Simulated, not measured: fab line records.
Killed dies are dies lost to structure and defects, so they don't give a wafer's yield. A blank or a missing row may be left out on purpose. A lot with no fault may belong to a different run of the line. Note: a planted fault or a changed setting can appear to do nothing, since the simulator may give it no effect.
fab line records	flow n5Finfet
[record] lots = 7	wafers = 39
route steps=1938 shown FIN_SAQP@96 HKMG_FIN@448 MOL_CONTACT_COAG@584 BEOL_M1@770 BEOL_M3@993
startH: hours from the record's opening day to when the first of the lot's shown wafers began	waitH: how many hours have passed since the lot's step before this one	" as in the row above	L1.1+2: one row covering several wafers at once	- either no value or no given start	* or withheld: withheld	< > ~ a bound
route shown NAME@n: names a module that has steps shown in the file, with the first one's number in the route	usual: the fault-free wafers' mean and standard deviation	same: alike in all rows	chamber/n: place in a boat	sites: each site's reading	_std_site: standard deviation of those values	_edge_site: outer sites' mean less inner sites'	radiusMm: for every site, how far away it sits from the centre of the wafer	mask NAME#n: copy n	behind: the tool/chamber that last shaped the wafer	hold: cause of the lot's hold/its duration in hours/its outcome	device: transistor that didn't switch, given as n, p or np	end of line: tests of these same wafers at the route's end	for a step that has no rows: nothing shown but its recipe	killed: the dies lost at the first sort to structure and to defects; this is not the yield of the wafer	map: per-die view of a wafer (x killed, . not killed, _ where there is no die)
set.NAME: the setting as run; set.NAME@STEP: as run at that earlier step	model.NAME: the simulator's own value behind a step, which no gauge read
one table per step and one row per wafer, for lots whose settings were changed on purpose
[[steps]]
[step N5_FIN_SAQP_HM_DEP_03]
[recipe] material = SiNx	targetThkA = 380	tempC = 400	precursor = SiH4/NH3/N2	pressureTorr = 1.5	rfW = 300	timeS = 33.6
lot.wafer	tool	chamber	startH	waitH	set.timeS	model.SiNx_of_FIN_SAQP_HM_DEP_03.thkNm
L075.1	pecvd-04	1	26.78	0.2	26.36	29.33
L075.2	"	0	"	"	33.6	36.96
L075.3	"	1	"	"	33.6	38.24
L075.4	"	0	"	"	33.6	37.59
L075.5	"	1	"	"	26.36	29.76
L075.6	"	0	"	"	26.36	29.35
L084.1	pecvd-02	0	81.77	0.3	33.6	37.43
L084.2	"	2	"	"	33.6	37.77
L084.3	"	1	"	"	33.6	37.85
L084.4	"	1	"	"	33.6	38.15
L084.5	"	2	"	"	33.6	38.51
L084.6	"	0	"	"	33.6	37.8
L085.1	pecvd-04	0	88.83	0.2	41.32	46.25
L085.2	"	2	"	"	41.32	46.18
L085.3	"	1	"	"	33.6	38.08
L085.4	"	0	"	"	41.32	47.04
L085.5	"	2	"	"	33.6	38.19
L085.6	"	1	"	"	33.6	38.55
L088.1	pecvd-02	1	106.37	0.2	48.34	54.43
L088.2	"	2	"	"	33.6	38.4
L088.3	"	0	"	"	33.6	37.91
L088.4	"	2	"	"	48.34	55.83
L088.5	"	0	"	"	33.6	38.19
L088.6	"	1	"	"	48.34	55.77
L089.1	pecvd-02	1	112.14	0.2	33.6	38.14
L089.4	"	0	"	"	33.6	38.41
L089.5	"	1	"	"	33.6	38.55
L090.1	pecvd-01	0	117.82	0.2	43.82	48.21
L090.2	"	2	"	"	33.6	37.19
L090.3	"	1	"	"	33.6	36.45
L090.4	"	0	"	"	43.82	49.73
L090.5	"	2	"	"	33.6	37.46
L090.6	"	1	"	"	43.82	48.75
L092.1	pecvd-01	2	129.29	0.2	33.6	38.18
L092.2	"	0	"	"	18.58	20.77
L092.3	"	1	"	"	33.6	37.05
L092.4	"	1	"	"	18.58	20.89
L092.5	"	2	"	"	33.6	38.5
L092.6	"	0	"	"	18.58	21.25
[step N5_FIN_SAQP_THK_MEAS_05]
[usual] thkNm = 38.0/0.48
lot.wafer	tool	chamber	startH	waitH	set.timeS@FIN_SAQP_HM_DEP_03	thkNm
L075.1	filmMetro-02	-	26.90	0.1	26.36	29.3
L075.2	"	-	"	"	33.6	37.0
L075.3	"	-	"	"	33.6	38.2
L075.4	"	-	"	"	33.6	37.6
L075.5	"	-	"	"	26.36	29.8
L075.6	"	-	"	"	26.36	29.3
L084.1	filmMetro-01	-	81.86	0.1	33.6	37.4
L084.2	"	-	"	"	33.6	37.8
L084.3	"	-	"	"	33.6	37.8
L084.4	"	-	"	"	33.6	38.2
L084.5	"	-	"	"	33.6	38.5
L084.6	"	-	"	"	33.6	37.8
L085.1	filmMetro-01	-	88.92	0.1	41.32	46.3
L085.2	"	-	"	"	41.32	46.2
L085.3	"	-	"	"	33.6	38.1
L085.4	"	-	"	"	41.32	47.1
L085.5	"	-	"	"	33.6	38.2
L085.6	"	-	"	"	33.6	38.6
L088.1	filmMetro-01	-	106.45	0.1	48.34	54.4
L088.2	"	-	"	"	33.6	38.4
L088.3	"	-	"	"	33.6	37.9
L088.4	"	-	"	"	48.34	55.8
L088.5	"	-	"	"	33.6	38.2
L088.6	"	-	"	"	48.34	55.8
L089.1	filmMetro-01	-	112.23	0.1	33.6	38.2
L089.4	"	-	"	"	33.6	38.4
L089.5	"	-	"	"	33.6	38.6
L090.1	filmMetro-01	-	117.91	0.1	43.82	48.2
L090.2	"	-	"	"	33.6	37.2
L090.3	"	-	"	"	33.6	36.4
L090.4	"	-	"	"	43.82	49.7
L090.5	"	-	"	"	33.6	37.5
L090.6	"	-	"	"	43.82	48.8
L092.1	filmMetro-01	-	129.38	0.1	33.6	38.2
L092.2	"	-	"	"	18.58	20.8
L092.3	"	-	"	"	33.6	37.1
L092.4	"	-	"	"	18.58	20.9
L092.5	"	-	"	"	33.6	38.5
L092.6	"	-	"	"	18.58	21.3
[step N5_FIN_SAQP_PECVD_47]
[recipe] material = a-Si	targetThkA = 450	tempC = 400	precursor = SiH4/He	pressureTorr = 3	rfW = 100	timeS = 36.3
[step N5_FIN_SAQP_PECVD_48]
[recipe] material = SiNx	targetThkA = 250	tempC = 400	precursor = SiH4/NH3/N2	pressureTorr = 1.5	rfW = 300	timeS = 22.1
[step N5_FIN_SAQP_MANDREL2_REMOVE_60]
[recipe] chemistry = HBr/Cl2/O2	btTimeS = 10	target = a-Si	stopOn = SiNx	endpoint = OES-SiCl	overEtchFrac = 1	icpW = 600	biasW = 22	HBr_flow_sccm = 150	Cl2_flow_sccm = 80	O2_flow_sccm = 5	pressureMtorr = 10
[step N5_FIN_SAQP_HM_OPEN_33]
[recipe] chemistry = CH3F/O2	target = SiNx	maskMaterial = SiO2	targetDepthA = 494	timeS = 70.6	pressureMtorr = 30	sourceW = 395	biasW = 73	Ar_flow_sccm = 150	CH3F_flow_sccm = 30	O2_flow_sccm = 20	ionEnergyEv = 120	ends = cleared
[usual] etchRfOnTimeS = 69.1/1.9
lot.wafer	tool	chamber	startH	waitH	set.timeS@FIN_SAQP_HM_DEP_03	etchRfOnTimeS	model.etch.depthNm
L075.1	rieDiel-03	0	33.52	0.0	26.36	51.2	28.7
L075.2	"	2	"	"	33.6	65.3	36.33
L075.3	"	1	"	"	33.6	68.5	37.5
L075.4	"	3	"	"	33.6	70.3	36.81
L075.5	"	1	"	"	26.36	52.9	29.13
L075.6	"	2	"	"	26.36	51.1	28.58
L084.1	rieDiel-06	3	86.58	0.0	33.6	69.1	36.72
L084.2	"	0	"	"	33.6	70.1	37.14
L084.3	"	2	"	"	33.6	71.3	37.22
L084.4	"	1	"	"	33.6	69.1	37.3
L084.5	"	3	"	"	33.6	71.3	37.89
L084.6	"	0	"	"	33.6	69.8	37.09
L085.1	rieDiel-05	2	95.07	0.0	41.32	83.5	45.62
L085.2	"	0	"	"	41.32	85.5	45.55
L085.3	"	3	"	"	33.6	68.4	37.46
L085.4	"	1	"	"	41.32	86.1	46.2
L085.5	"	2	"	"	33.6	68.8	37.56
L085.6	"	1	"	"	33.6	71.1	37.92
L088.1	rieDiel-06	3	111.16	0.0	48.34	100.0	53.65
L088.2	"	0	"	"	33.6	71.3	37.78
L088.3	"	1	"	"	33.6	69.4	37.17
L088.4	"	2	"	"	48.34	105.8	55.2
L088.5	"	1	"	"	33.6	70.3	37.57
L088.6	"	2	"	"	48.34	106.0	55.15
L089.1	rieDiel-06	1	117.45	0.1	33.6	69.7	37.51
L089.4	"	0	"	"	33.6	70.3	37.56
L089.5	"	2	"	"	33.6	72.6	37.92
L090.1	rieDiel-05	2	122.28	0.0	43.82	86.2	47.58
L090.2	"	0	"	"	33.6	67.6	36.34
L090.3	"	1	"	"	33.6	66.2	35.74
L090.4	"	3	"	"	43.82	89.2	49.1
L090.5	"	1	"	"	33.6	68.4	36.61
L090.6	"	2	"	"	43.82	86.8	48.04
L092.1	rieDiel-06	3	134.75	0.4	33.6	69.6	37.55
L092.2	"	1	"	"	18.58	37.0	20.14
L092.3	"	0	"	"	33.6	67.7	36.21
L092.4	"	2	"	"	18.58	38.6	20.27
L092.5	"	2	"	"	33.6	72.9	37.87
L092.6	"	3	"	"	18.58	37.8	20.41
[step N5_HKMG_FIN_NWFM_ALD_20]
[recipe] material = TiAlC	targetThkA = 20	tempC = 300	aldPrecursorFamily = TiCl4	aldCoReactant = TEA	pulseTimeS = 3	purgeTimeS = 2	coReactantPurgeTimeS = 2	coReactantPulseTimeS = 10	aldCycles = 7	pressureTorr = 3
lot.wafer	tool	chamber	startH	waitH	set.aldCycles	model.TiAlC_of_HKMG_FIN_NWFM_ALD_20.thkNm
L075.1+2+3	aldMetal-01	2,3,0	89.05	0.3	7	2
L075.4+5+6	"	1,3,0	"	"	4	1.2
L084.1+3+6	aldMetal-03	1,3,0	139.74	0.3	7	2
L084.2+4+5	"	0,2,3	"	"	5	1.4
L085.1+2+6	aldMetal-03	1,3,3	146.30	0.3	7	2
L085.3+4+5	"	0,2,2	"	"	10	2.8
L088.1+3+6	aldMetal-03	3,2,2	162.70	0.3	5	1.4
L088.2+4+5	"	1,0,3	"	"	7	2
L089.1+4+5	aldMetal-03	1,3,3	171.15	0.5	7	2
L090.1+2+3	aldMetal-01	0,1,2	173.85	0.3	9	2.6
L090.4+5+6	"	3,1,2	"	"	7	2
L092.1+4+5	aldMetal-01	2,3,0	186.69	0.4	7	2
L092.2+6	"	0,3	"	"	6	1.8
L092.3	"	1	"	"	6	1.6
[step N5_MOL_CONTACT_COAG_ETCHBACK_135]
[recipe] chemistry = CHF3	target = SiO2	targetDepthA = 250	timeS = 16.7	ionEnergyEv = 200	pressureMtorr = 30	sourceW = 610	biasW = 170	Ar_flow_sccm = 200	CHF3_flow_sccm = 50
lot.wafer	tool	chamber	startH	waitH	set.timeS	model.SOC_of_MOL_CONTACT_COAG_COAT_75.thkNm
L075.1+4+6	rieDiel-06	3,0,1	110.32	0.0	16.7	57.2
L075.2+3+5	"	1,2,2	"	"	16.7	57.4
L084.1	rieDiel-06	3	159.77	0.0	16.7	57.6
L084.2+3+4+5+6	"	1,0,3,0,1	"	"	16.7	57.4
L085.1	rieDiel-05	3	167.85	0.0	11.15	58.4
L085.2+3	"	0,1	"	"	16.7	57.2
L085.4+5	"	2,0	"	"	11.15	58.2
L085.6	"	1	"	"	16.7	57.4
L088.1+4	rieDiel-03	2,0	185.72	0.0	24.14	56.4
L088.2	"	1	"	"	24.14	56.2
L088.3+6	"	3	"	"	16.7	57.4
L088.5	"	0	"	"	16.7	57.6
L089.1	rieDiel-05	2	191.44	0.0	16.7	57
L089.4+5	"	3,1	"	"	16.7	57.2
L090.1+5	rieDiel-05	0,2	193.83	0.0	16.7	57.6
L090.2+4	"	2,3	"	"	16.7	57.2
L090.3+6	"	1	"	"	16.7	57.4
L092.1+3	rieDiel-05	3,2	210.22	0.0	25.13	55.8
L092.2+5+6	"	1,1,2	"	"	16.7	57.2
L092.4	"	0	"	"	25.13	56
[step N5_MOL_CONTACT_COAG_STRIP_118]
[recipe] chemistry = CHF3	resist = SiARC	rfFrequencyHz = 6e+07
[step N5_MOL_CONTACT_COAG_VIA_ETCH_46]
[recipe] chemistry = C4F6/O2	targetDepthA = 460	overetchA = 92	maskMaterial = SOC	target = SiO2	biasW = 455	pressureMtorr = 10	timeS = 40	sourceW = 325	Ar_flow_sccm = 300	C4F6_flow_sccm = 10	O2_flow_sccm = 10	ionEnergyEv = 575.3	ends = endPoint
lot.wafer	tool	chamber	startH	waitH	set.timeS@MOL_CONTACT_COAG_ETCHBACK_135	model.SOC_of_MOL_CONTACT_COAG_COAT_75.thkNm
L075.1+4+6	rieDiel-06	3,0,1	110.35	0.0	16.7	50.6
L075.2	"	1	"	"	16.7	50.8
L075.3+5	"	2	"	"	16.7	51
L084.1+2+3+4+5+6	rieDiel-06	3,1,0,3,0,1	159.81	0.0	16.7	50.8
L085.1+5	rieDiel-05	3,0	167.89	0.0	11.15	51.6
L085.2+3	"	0,1	"	"	16.7	50.8
L085.4	"	2	"	"	11.15	51.4
L085.6	"	1	"	"	16.7	51
L088.1+4	rieDiel-03	2,0	185.75	0.0	24.14	49.6
L088.2	"	1	"	"	24.14	49.4
L088.3+5+6	"	3,0,3	"	"	16.7	50.8
L089.1	rieDiel-05	2	191.47	0.0	16.7	50.2
L089.4	"	3	"	"	16.7	50.4
L089.5	"	1	"	"	16.7	50.6
L090.1+3+6	rieDiel-05	0,1,1	193.86	0.0	16.7	51
L090.2	"	2	"	"	16.7	50.6
L090.4	"	3	"	"	16.7	50.4
L090.5	"	2	"	"	16.7	50.8
L092.1+3	rieDiel-05	3,2	210.26	0.0	25.13	49
L092.2+5	"	1	"	"	16.7	50.8
L092.4	"	0	"	"	25.13	49.2
L092.6	"	2	"	"	16.7	50.4
[step N5_BEOL_M1_ETCH_64]
[recipe] chemistry = N2/H2	target = SOC	targetDepthA = 750	overetchA = 150	maskMaterial = SiARC	tempC = 40	timeS = 112.5	ionEnergyEv = 200	pressureMtorr = 30	sourceW = 840	biasW = 150	n2FlowSccm = 200	h2FlowSccm = 200
lot.wafer	tool	chamber	startH	waitH	set.timeS	model.SiARC_of_BEOL_M1_COAT_62.thkNm	model.BEOL_M1.cdOffsetNm
L075.1	rieDiel-02	0	132.87	0.0	157.9	5	1
L075.2	"	2	"	"	157.9	4.8	1
L075.3	"	3	"	"	112.5	6.8	0
L075.4	"	1	"	"	157.9	4.8	0.8
L075.5	"	2	"	"	112.5	7	0.2
L075.6	"	3	"	"	112.5	6.8	-0.2
L084.1	rieDiel-04	3	179.87	0.0	112.5	6.8	0
L084.2	"	0	"	"	155.8	4.6	0.8
L084.3	"	2	"	"	155.8	4.6	1
L084.4+6	"	0,2	"	"	112.5	6.6	-0.2
L084.5	"	3	"	"	155.8	4.8	1
L085.1	rieDiel-04	2	190.28	0.0	86.71	7.8	-0.6
L085.2+4	"	0,2	"	"	112.5	6.6	-0.2
L085.3	"	3	"	"	112.5	6.8	0
L085.5	"	0	"	"	86.71	7.8	-0.8
L085.6	"	3	"	"	86.71	8	-0.6
L088.1	rieDiel-01	1	209.58	0.0	85.69	7.8	-0.4
L088.2	"	0	"	"	85.69	8	0
L088.3	"	2	"	"	85.69	8.2	-0.8
L088.4	"	3	"	"	112.5	6.8	0.2
L088.5	"	1	"	"	112.5	6.4	-0.2
L088.6	"	2	"	"	112.5	7	-0.4
L089.1	rieDiel-02	0	216.06	0.0	112.5	7	0
L089.4	"	2	"	"	112.5	7	-0.4
L089.5	"	2	"	"	112.5	7	-0.6
L090.1	rieDiel-02	1	219.78	0.0	112.5	6.8	-0.4
L090.2	"	3	"	"	169.3	4	0.6
L090.3	"	2	"	"	112.5	6.8	-0.8
L090.4	"	0	"	"	169.3	4.2	0.8
L090.5	"	0	"	"	112.5	6.8	-0.2
L090.6	"	3	"	"	169.3	4.2	0.6
L092.1	rieDiel-04	1	231.94	0.0	112.5	6.6	0.4
L092.2	"	2	"	"	112.5	6.6	-0.4
L092.3	"	0	"	"	171.9	3.8	0.8
L092.4	"	3	"	"	171.9	4.2	1
L092.5	"	2	"	"	112.5	6.6	0.2
L092.6	"	3	"	"	171.9	4.2	1.2
[step N5_BEOL_M1_STRIP_65]
[recipe] chemistry = N2/H2	tempC = 40	n2FlowSccm = 200	h2FlowSccm = 200	rfFrequencyHz = 6e+07
[step N5_BEOL_M1_STRIP_75]
[recipe] chemistry = N2/H2	tempC = 40	n2FlowSccm = 200	h2FlowSccm = 200	rfFrequencyHz = 6e+07
[step N5_BEOL_M1_STRIP_66]
[recipe] chemistry = CF4	resist = SiARC	powerW = 300	biasPowerW = 75	pressureMtorr = 50	cf4FlowSccm = 150	rfFrequencyHz = 6e+07
[step N5_BEOL_M1_HM_OPEN_17]
[recipe] chemistry = Cl2/BCl3	targetDepthA = 200	overetchA = 60	target = TiN	maskMaterial = SOC	ionEnergyEv = 150	pressureMtorr = 10	icpW = 1000	biasW = 126	Cl2_flow_sccm = 53.25	bcl3FlowSccm = 21.75	Ar_flow_sccm = 25
lot.wafer	tool	chamber	startH	waitH	set.timeS@BEOL_M1_ETCH_64	model.etch.depthNm	model.BEOL_M1.cdOffsetNm
L075.1	rieMetal-02	0	133.04	0.0	157.9	16.02	1
L075.2	"	0	"	"	157.9	15.82	1
L075.3	"	0	"	"	112.5	20.49	0
L075.4	"	0	"	"	157.9	15.79	0.8
L075.5	"	0	"	"	112.5	20.39	0
L075.6	"	0	"	"	112.5	20.28	-0.2
L084.1	rieMetal-01	1	180.03	0.0	112.5	20.08	0
L084.2	"	0	"	"	155.8	15.81	0.8
L084.3	"	1	"	"	155.8	15.55	1
L084.4	"	0	"	"	112.5	20.12	-0.2
L084.5	"	1	"	"	155.8	15.97	1
L084.6	"	0	"	"	112.5	20.06	-0.2
L085.1	rieMetal-03	1	190.45	0.0	86.71	20.21	-0.6
L085.2	"	0	"	"	112.5	19.69	-0.2
L085.3	"	0	"	"	112.5	19.92	0
L085.4	"	1	"	"	112.5	19.95	-0.2
L085.5	"	0	"	"	86.71	19.95	-0.8
L085.6	"	1	"	"	86.71	20	-0.6
L088.1	rieMetal-02	0	209.75	0.0	85.69	20.06	-0.6
L088.2	"	0	"	"	85.69	20.35	0
L088.3	"	0	"	"	85.69	20.31	-0.8
L088.4	"	0	"	"	112.5	20.38	0
L088.5	"	0	"	"	112.5	20.16	-0.2
L088.6	"	0	"	"	112.5	20.29	-0.4
L089.1	rieMetal-03	1	216.23	0.0	112.5	19.74	0
L089.4	"	1	"	"	112.5	20.25	-0.6
L089.5	"	0	"	"	112.5	20.43	-0.6
L090.1	rieMetal-01	0	219.94	0.0	112.5	20.26	-0.4
L090.2	"	1	"	"	169.3	14.55	0.4
L090.3	"	0	"	"	112.5	19.81	-0.8
L090.4	"	1	"	"	169.3	14.23	0.6
L090.5	"	1	"	"	112.5	19.54	-0.4
L090.6	"	0	"	"	169.3	14.49	0.4
L092.1	rieMetal-01	1	232.10	0.0	112.5	20.29	0.4
L092.2	"	0	"	"	112.5	19.73	-0.2
L092.3	"	1	"	"	171.9	13.97	0.8
L092.4	"	0	"	"	171.9	14.42	1.2
L092.5	"	1	"	"	112.5	19.79	0
L092.6	"	0	"	"	171.9	14.42	1.4
[step N5_BEOL_M1_STRIP_19]
[recipe] chemistry = O2	powerW = 400	tempC = 40	pressureMtorr = 30	rfFrequencyHz = 6e+07	biasPowerW = 0	overashFraction = 0.2	o2FlowSccm = 225
[step N5_BEOL_M1_PRECLEAN_42]
[recipe] chemistry = residueRemover	timeS = 60	tempC = 40
[step N5_BEOL_M1_SRD_43]
[recipe] timeS = 30	tempC = 23	rinseLiquid = diw	dry = ipaMarangoni
[step N5_BEOL_M1_CD_MEAS_35]
[recipe] targetCdNm = 18	targetCdYNm = 21	polarity = opening
[usual] cdNm = 17.9/0.36
lot.wafer	tool	chamber	startH	waitH	set.timeS@BEOL_M1_ETCH_64	cdNm
L075.1	cdSem-01	-	136.60	0.0	157.9	19.6
L075.2	"	-	"	"	157.9	18.9
L075.3	"	-	"	"	112.5	18.0
L075.4	"	-	"	"	157.9	18.9
L075.5	"	-	"	"	112.5	17.9
L075.6	"	-	"	"	112.5	18.2
L084.1	cdSem-01	-	182.18	0.0	112.5	18.1
L084.2	"	-	"	"	155.8	18.7
L084.3	"	-	"	"	155.8	19.1
L084.4	"	-	"	"	112.5	17.6
L084.5	"	-	"	"	155.8	19.0
L084.6	"	-	"	"	112.5	18.0
L085.1	cdSem-02	-	192.02	0.0	86.71	17.5
L085.2	"	-	"	"	112.5	17.3
L085.3	"	-	"	"	112.5	18.2
L085.4	"	-	"	"	112.5	17.8
L085.5	"	-	"	"	86.71	17.6
L085.6	"	-	"	"	86.71	17.6
L088.1	cdSem-03	-	215.95	0.0	85.69	17.3
L088.2	"	-	"	"	85.69	17.9
L088.3	"	-	"	"	85.69	17.3
L088.4	"	-	"	"	112.5	17.6
L088.5	"	-	"	"	112.5	17.8
L088.6	"	-	"	"	112.5	17.9
L089.1	cdSem-01	-	220.71	0.0	112.5	18.0
L089.4	"	-	"	"	112.5	17.2
L089.5	"	-	"	"	112.5	17.5
L090.1	cdSem-02	-	222.03	0.0	112.5	17.4
L090.2	"	-	"	"	169.3	18.8
L090.3	"	-	"	"	112.5	17.0
L090.4	"	-	"	"	169.3	18.9
L090.5	"	-	"	"	112.5	17.7
L090.6	"	-	"	"	169.3	18.4
L092.1	cdSem-02	-	235.01	0.0	112.5	17.8
L092.2	"	-	"	"	112.5	17.6
L092.3	"	-	"	"	171.9	18.9
L092.4	"	-	"	"	171.9	19.6
L092.5	"	-	"	"	112.5	17.7
L092.6	"	-	"	"	171.9	19.6
[step N5_BEOL_M3_CVD_47]
[recipe] material = Co	targetThkA = 30	tempC = withheld	precursor = CCTBA/H2	pressureTorr = 30	timeS = 223.8
lot.wafer	tool	chamber	startH	waitH	set.targetThkA	model.Co_of_BEOL_M3_CVD_47.thkNm
L075.1+5	cvdCo-01	1	158.66	0.0	36.03	3.4
L075.2+3+6	"	0	"	"	30	3
L075.4	"	1	"	"	36.03	3.6
L084.1+3+4	cvdCo-01	2,1,1	199.08	0.2	30	2.8
L084.2+5+6	"	0,2,0	"	"	30	3
L085.1+2+3+4	cvdCo-02	2,1,0,2	219.07	0.1	30	3
L085.5+6	"	0,1	"	"	30	2.8
L088.1+2+3+4+5	cvdCo-01	1,0,2,1,0	232.88	0.1	30	3
L088.6	"	2	"	"	30	3.2
L089.1	cvdCo-01	2	243.67	0.0	30	2.8
L089.4+5	"	2,0	"	"	30	3
L090.1+4	cvdCo-02	0	244.10	0.1	13.43	1.2
L090.2	"	2	"	"	30	3.2
L090.3+6	"	1,2	"	"	30	3
L090.5	"	1	"	"	13.43	1.4
L092.1+6	cvdCo-02	1,0	255.34	0.0	30	3
L092.2	"	0	"	"	39.29	4
L092.3	"	2	"	"	30	3.2
L092.4+5	"	1,2	"	"	39.29	3.8
[[key]]
[split] step = N5_FIN_SAQP_HM_DEP_03	setting = timeS	stated = 33.6	by = wafer
[response] step = N5_FIN_SAQP_HM_DEP_03	reading = model.SiNx_of_FIN_SAQP_HM_DEP_03.thkNm	change = +0.383	per = 1%	r = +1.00
[response] step = N5_FIN_SAQP_THK_MEAS_05	reading = thkNm	change = *	per = 1%	r = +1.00
[response] step = N5_FIN_SAQP_HM_OPEN_33	reading = etchRfOnTimeS	change = *	per = 1%	r = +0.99
[response] step = N5_FIN_SAQP_HM_OPEN_33	reading = model.etch.depthNm	change = +0.383	per = 1%	r = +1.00
[split] step = N5_HKMG_FIN_NWFM_ALD_20	setting = aldCycles	stated = 7	by = wafer
[response] step = N5_HKMG_FIN_NWFM_ALD_20	reading = model.TiAlC_of_HKMG_FIN_NWFM_ALD_20.thkNm	change = +0.0196	per = 1%	r = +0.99
[split] step = N5_MOL_CONTACT_COAG_ETCHBACK_135	setting = timeS	stated = 16.7	by = wafer
[response] step = N5_MOL_CONTACT_COAG_ETCHBACK_135	reading = model.SOC_of_MOL_CONTACT_COAG_COAT_75.thkNm	change = -0.0268	per = 1%	r = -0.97
[response] step = N5_MOL_CONTACT_COAG_VIA_ETCH_46	reading = model.SOC_of_MOL_CONTACT_COAG_COAT_75.thkNm	change = -0.0283	per = 1%	r = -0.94
[split] step = N5_BEOL_M1_ETCH_64	setting = timeS	stated = 112.5	by = wafer
[response] step = N5_BEOL_M1_ETCH_64	reading = model.SiARC_of_BEOL_M1_COAT_62.thkNm	change = -0.0507	per = 1%	r = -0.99
[response] step = N5_BEOL_M1_ETCH_64	reading = model.BEOL_M1.cdOffsetNm	change = +0.0214	per = 1%	r = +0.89
[response] step = N5_BEOL_M1_HM_OPEN_17	reading = model.etch.depthNm	change = -0.097	per = 1%	r = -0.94
[response] step = N5_BEOL_M1_HM_OPEN_17	reading = model.BEOL_M1.cdOffsetNm	change = +0.0217	per = 1%	r = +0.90
[response] step = N5_BEOL_M1_CD_MEAS_35	reading = cdNm	change = +0.0261	per = 1%	r = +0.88
[split] step = N5_BEOL_M3_CVD_47	setting = targetThkA	stated = 30	by = wafer
[response] step = N5_BEOL_M3_CVD_47	reading = model.Co_of_BEOL_M3_CVD_47.thkNm	change = +0.0303	per = 1%	r = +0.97
